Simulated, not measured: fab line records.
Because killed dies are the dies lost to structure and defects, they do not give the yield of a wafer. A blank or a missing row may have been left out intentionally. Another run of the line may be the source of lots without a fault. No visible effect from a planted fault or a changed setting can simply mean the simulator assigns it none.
Comparing a struck lot with a sound one || flow n5_finfet || 16 steps out of a route of 1938
Sound: the wafers L112.3, L112.5, L112.6. Wafers L122.2, L122.3, L122.5 were the ones struck. Last of all comes the cause.
At each step with rows: each side's tool, then ch and its chambers, then its first start. Under that, the readings that differ: sound wafers || struck wafers || difference of the means || sigmas: that difference in standard deviations of wafers without a fault.
alike: a reading whose means differ by less than 2 such deviations, as well as words and numbers matching on both sides. not compared: withheld readings; readings where some wafer has no value; bounds like >300 that might hide an equal value; numbers whose values overlap and for which the record gives no deviation.
Wherever a step has rows on one side only, a row that says differs or no value, or a row with sigmas, the two part there. Numbers that have no deviation but don't overlap get no sigmas and don't part them. A reading that every wafer of one side lacks parts them only if that side has two wafers or more.

N5_DUMMY_GATE_ETCH_42: etches SiO2 in CHF3/O2, target depth 3.5 nm, time 31 s.
  sound on rie_diel-02 ch 0,2,3, day 3 13:42; struck on rie_diel-02 ch 1,3, day 6 04:27
  alike: drypump_motor_current_A, mfc_ar_sccm, oes_f_703_au, oes_o_777_au, oes_product_au, rf_vpp_V, showerhead_plenum_p_Torr, throttle_valve_pct
  not compared: rf_hours_counter_h
N5_DUMMY_GATE_STRIP_48: strips in N2/H2, time 20 s.
  sound on rie_diel-02 ch 0,2,3, day 3 13:45; struck on rie_diel-02 ch 1,3, day 6 04:30
  alike: drypump_motor_current_A, oes_product_au, rf_vpp_V, showerhead_plenum_p_Torr, throttle_valve_pct
  not compared: rf_hours_counter_h
then, 5 steps without rows for these wafers: N5_DUMMY_GATE_PRECLEAN_33 (cleans in dHF, time 10 s); N5_DUMMY_GATE_PRECLEAN_25 (cleans in O3/DIW, time 45 s); N5_DUMMY_GATE_PRECLEAN_51 (cleans in SC2, time 45 s); N5_DUMMY_GATE_SRD_26 (time 30 s); N5_DUMMY_GATE_UV_OZONE_45 (time 120 s).
N5_DUMMY_GATE_INSPECT_27: inspects for defects (brightfield).
  struck on defect_inspect-01, day 6 04:41; sound on defect_inspect-01, day 3 13:56
  alike: raw_defect_count
N5_SPACER0_ALD_07: deposits SiNx, target thk 2 nm.
  sound on ald_sin-04 ch 0,1,3, day 3 13:59; struck on ald_sin-02 ch 0,2, day 6 04:43
  alike: heater_power_w
  not compared: since_wet_clean_h
N5_SPACER0_ALD_00: deposits SiOCN, target thk 3.5 nm, pulse time 3 s, purge time 2 s.
  sound on ald_sin-04 ch 0,1,3, day 3 14:08; struck on ald_sin-02 ch 0,2, day 6 04:53
  alike: heater_power_w, precursor_pulse_height_rel
  not compared: since_wet_clean_h
N5_SPACER0_ALD_08: deposits SiNx, target thk 2 nm.
  sound on ald_sin-04 ch 0,1,3, day 3 14:23; struck on ald_sin-02 ch 0,2, day 6 05:08
  alike: heater_power_w
  not compared: since_wet_clean_h
N5_SPACER0_INSPECT_04: inspects for defects (darkfield).
  struck on defect_inspect-01, day 6 05:30; sound on defect_inspect-02, day 3 14:32
  alike: raw_defect_count
N5_SD_EPI_N_COAT_32: time 60 s, resist thk 350 nm.
  sound on litho_track-02 ch 0, day 3 14:35; struck on litho_track-02 ch 0, day 6 05:32
{"reading": "spin_speed_rpm (rpm)", "sound": "1500.6 1502.0 1500.0", "struck": "1636.3 1636.9 1635.5", "difference": "+135.4", "sigmas": "+99 or more"}
{"reading": "model.SOC_of_SD_EPI_N_COAT_32.thk_nm (nm)", "sound": "351 352.6 351.6", "struck": "335.6 336 336", "difference": -15.9, "sigmas": ""}
  alike: heater_power_total_W, resist_line_temp_C
then, 1 step without rows for these wafers: N5_SD_EPI_N_COAT_33 (time 60 s, resist thk 35 nm).
-- record jumps: 7 days separate the struck wafers' starts on either side; left off in module SD_EPI_N, taken up again in module BEOL_M4, whose first shown step is the route's number 1111 --
N5_BEOL_M4_RC_MEAS_101:
  sound on prober-02 ch 0, day 11 02:54; struck on prober-02 ch 0, day 13 02:11
{"reading": "IOFF_P (nA/um)", "sound": "0.179 0.200 0.198", "struck": "0.224 0.274 0.263", "difference": "+0.061", "sigmas": "+2"}
{"reading": "VT_N (mV)", "sound": "256.9 251.3 251.1", "struck": "249.4 244.4 244.9", "difference": -6.9, "sigmas": -3}
{"reading": "VT_P (mV)", "sound": "-254 -253 -252", "struck": "-245 -243 -245", "difference": "+9", "sigmas": "+3"}
  alike: DIBL_N, DIBL_P, IOFF_N, ION_N, ION_P, SS_N, SS_P
-- a jump in the record: the struck wafers' starts before and after are 4 days apart (it breaks off in module BEOL_M4 and resumes in module PASSIVATION, where the first step shown is number 1936 of the route) --
N5_PASSIVATION_PROBE_49:
  record: rows for the struck wafers here (prober-02, day 17 08:33), none for the sound ones

== WHERE THEY PART ==
Earliest at N5_SD_EPI_N_COAT_32; latest, in this record, at N5_PASSIVATION_PROBE_49.

WHY: what the simulator had put in
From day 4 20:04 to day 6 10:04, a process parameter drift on litho_track-02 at N5_SD_EPI_N_COAT_32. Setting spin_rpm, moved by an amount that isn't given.
